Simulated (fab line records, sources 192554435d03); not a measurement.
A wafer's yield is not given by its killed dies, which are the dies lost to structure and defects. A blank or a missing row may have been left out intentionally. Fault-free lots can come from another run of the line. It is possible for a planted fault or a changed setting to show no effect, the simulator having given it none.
3 desks looking at one fault :: flow n5-finfet :: each desk holds nothing but its own numbers, with what lay behind them at the end

## THE TOOL OWNER'S DESK: rie-metal-02
The tool's own readings at N5_BEOL_M2_HM_OPEN_17 (chemistry Cl2/BCl3, target TiN, target depth 20 nm, overetch 6 nm): means of the sampled wafers that have a number, for each lot that ran on this tool. If a lot's mean is further than 4 standard deviations from the usual mean, the lot is out of limits and carries the mark OUT (the distance appears in the brackets).
Columns: A = drypump-motor-current-A at N5_BEOL_M2_HM_OPEN_17, usual 5.9 A; B = oes-product-au at N5_BEOL_M2_HM_OPEN_17, usual 0.64 a.u.; C = throttle-valve-pct at N5_BEOL_M2_HM_OPEN_17, usual 22.28 %
lot: L521
first seen here: day 7 16:49
A: 5.6
B: 0.65
C: 21.98

lot: L528
first seen here: day 9 12:30
A: 5.6
B: 0.63
C: 22.00

lot: L534
first seen here: day 10 22:55
A: 5.6
B: 0.63
C: 22.00

lot: L536
first seen here: day 11 05:57
A: 5.8
B: 0.61
C: 22.16
Finding of this desk: none of the 4 lots has anything out of limits.

## THE METROLOGY DESK
What the gauges read, lot by lot, whatever tool the lot ran on: means of the sampled wafers that have a number. If a lot's mean is further than 4 standard deviations from the usual mean, the lot is out of limits and carries the mark OUT (the distance appears in the brackets). Shown here are 7 of its 10 readings, the ones lying furthest out on some lot.
Columns: A = DIBL_N at N5_BEOL_M4_RC_MEAS_101, usual 37.3 mV/V; B = DIBL_P at N5_BEOL_M4_RC_MEAS_101, usual 37.4 mV/V; C = IOFF_N at N5_BEOL_M4_RC_MEAS_101, usual 0.18 nA/um; D = ION_P at N5_BEOL_M4_RC_MEAS_101, usual 468 uA/um; E = SS_N at N5_BEOL_M4_RC_MEAS_101, usual 71.8 mV/dec; F = VT_N at N5_BEOL_M4_RC_MEAS_101, usual 248 mV; G = VT_P at N5_BEOL_M4_RC_MEAS_101, usual -248 mV
lot: L521
first seen here: day 8 22:00
A: 37.6
B: 37.3
C: 0.19
D: 472
E: 71.8
F: 249
G: -246

lot: L526
first seen here: day 10 02:01
A: 39.7
B: 40.5
C: 0.22
D: 469
E: 72.1
F: 246
G: -247

lot: L528
first seen here: day 10 20:28
A: 38.2
B: 39.2
C: 0.21
D: 464
E: 72.1
F: 245
G: -250

lot: L534
first seen here: day 12 06:49
A: 37.4
B: 38.7
C: 0.20
D: 469
E: 72.0
F: 247
G: -245

lot: L536
first seen here: day 12 10:40
A: 39.2
B: 37.6
C: 0.19
D: 460
E: 72.3
F: 250
G: -249

lot: L537
first seen here: day 13 04:02
A: 37.8
B: 38.2
C: 0.18
D: 469
E: 71.8
F: 249
G: -245

lot: L538
first seen here: day 13 07:53
A: 38.7
B: 39.5
C: 0.20
D: 464
E: 72.6
F: 247
G: -250

lot: L539
first seen here: day 13 12:40
A: 37.3
B: 37.8
C: 0.17
D: 462
E: 72.2
F: 252
G: -250
Finding of this desk: none of the 8 lots has anything out of limits.

## THE DEFECT DESK
What the inspections along the route counted, lot by lot: means of the sampled wafers that have a number. If a lot's mean is further than 4 standard deviations from the usual mean, the lot is out of limits and carries the mark OUT (the distance appears in the brackets).
Columns: A = raw-defect-count at N5_BEOL_M2_INSPECT_30, usual 447
lot: L521
first seen here: day 7 17:32
A: 459

lot: L526
first seen here: day 8 22:06
A: 508

lot: L528
first seen here: day 9 13:13
A: 471

lot: L534
first seen here: day 10 23:39
A: 929 (+5.4) OUT

lot: L536
first seen here: day 11 06:32
A: 886 (+4.9) OUT

lot: L537
first seen here: day 11 08:57
A: 526

lot: L538
first seen here: day 11 18:41
A: 433

lot: L539
first seen here: day 12 05:11
A: 483
This desk's finding: out of limits on L534, L536; first on L534, day 10 23:39 (raw-defect-count at N5_BEOL_M2_INSPECT_30). L521, L526, L528, L537, L538, L539 stayed within limits.

## TAKEN TOGETHER
The defect desk could have raised an alarm at day 10 23:39, on L534, L536.
The desk of the tool owner found nothing out of limits.
The metrology desk saw nothing out of limits.
On record at the tool owner's desk: L534, L536, within its limits.
The metrology desk has L534, L536 on record, within its limits.
Of the lots named, all ran N5_BEOL_M2_HM_OPEN_17 on rie-metal-02.

## WHAT THE SIMULATOR PUT IN
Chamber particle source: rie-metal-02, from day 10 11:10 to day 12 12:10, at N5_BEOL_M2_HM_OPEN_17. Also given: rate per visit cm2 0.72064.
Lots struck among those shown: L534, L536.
Hours from the fault's start to each desk's first reading out of limits: the defect desk, 12.
